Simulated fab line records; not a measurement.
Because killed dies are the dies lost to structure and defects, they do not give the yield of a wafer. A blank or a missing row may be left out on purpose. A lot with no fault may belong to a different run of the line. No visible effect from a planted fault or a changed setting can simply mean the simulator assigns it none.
Matching of chambers -- flow n5Finfet -- N5_BEOL_M12_ILD_DEP_00 on pecvd-04: 3 sister chambers
The step deposits SiOC from DEMS/O2, target thk 658.92 nm, time 130.7 s. 16 wafers are shown with their chamber, then 8 later ones without.

WAFERS, EACH WITH ITS CHAMBER
wafer,chamber,throttleValvePct (%),heaterPowerW (W),showerheadPlenumPTorr (Torr)
L075.1,0,11.9,728,5.675
L075.2,1,12.6,437,5.659
L075.3,2,12.9,535,5.695
L075.4,1,12.4,432,5.656
L075.5,2,13.2,418,5.708
L075.6,0,11.8,598,5.694
L077.2,1,12.2,395,5.656
L077.4,1,12.1,414,5.668
L077.6,0,11.8,727,5.696
L080.2,1,12.4,448,5.661
L080.3,0,11.7,686,5.677
L080.6,1,12.4,351,5.673
L085.2,1,12.3,356,5.673
L085.3,0,11.9,673,5.684
L085.6,2,13.4,433,5.700
L087.1,1,12.4,360,5.647

SIGNATURES (averages over the wafers above)
reading,chamber 0,chamber 1,chamber 2,scatter within a chamber
throttleValvePct,11.820,12.350,13.167,0.156
heaterPowerW,682.40,399.12,462.00,48.2
showerheadPlenumPTorr,5.68520,5.66162,5.70100,0.00893
Rule: a wafer's distance from a chamber is the root of the sum, over the readings, of the square of ((its reading less the chamber's mean) divided by the reading's scatter). The wafer belongs to the nearest chamber; if the next one is less than 2 further off, it can't be placed. The scatter: the root of (the sum of the squares of (reading less its chamber's mean) over the shown wafers, divided by (wafers less chambers)).

WAFERS WHOSE CHAMBER IS MISSING
wafer,throttleValvePct (%),heaterPowerW (W),showerheadPlenumPTorr (Torr)
L087.2,12.0,730,5.687
L087.3,13.4,463,5.693
L087.4,12.0,585,5.689
L087.5,12.3,386,5.659
L087.6,13.5,485,5.687
L096.1,12.5,387,5.659
L096.4,13.4,502,5.691
L096.6,12.6,416,5.667

EACH ONE'S CHAMBER
wafer,from the rows above,in truth
L087.2,0,0
L087.3,2,2
L087.4,0,0
L087.5,1,1
L087.6,2,2
L096.1,1,1
L096.4,2,2
L096.6,1,1
Correctly placed: 8 of 8. Left unplaced by these rows: 0. Placed wrongly: 0.
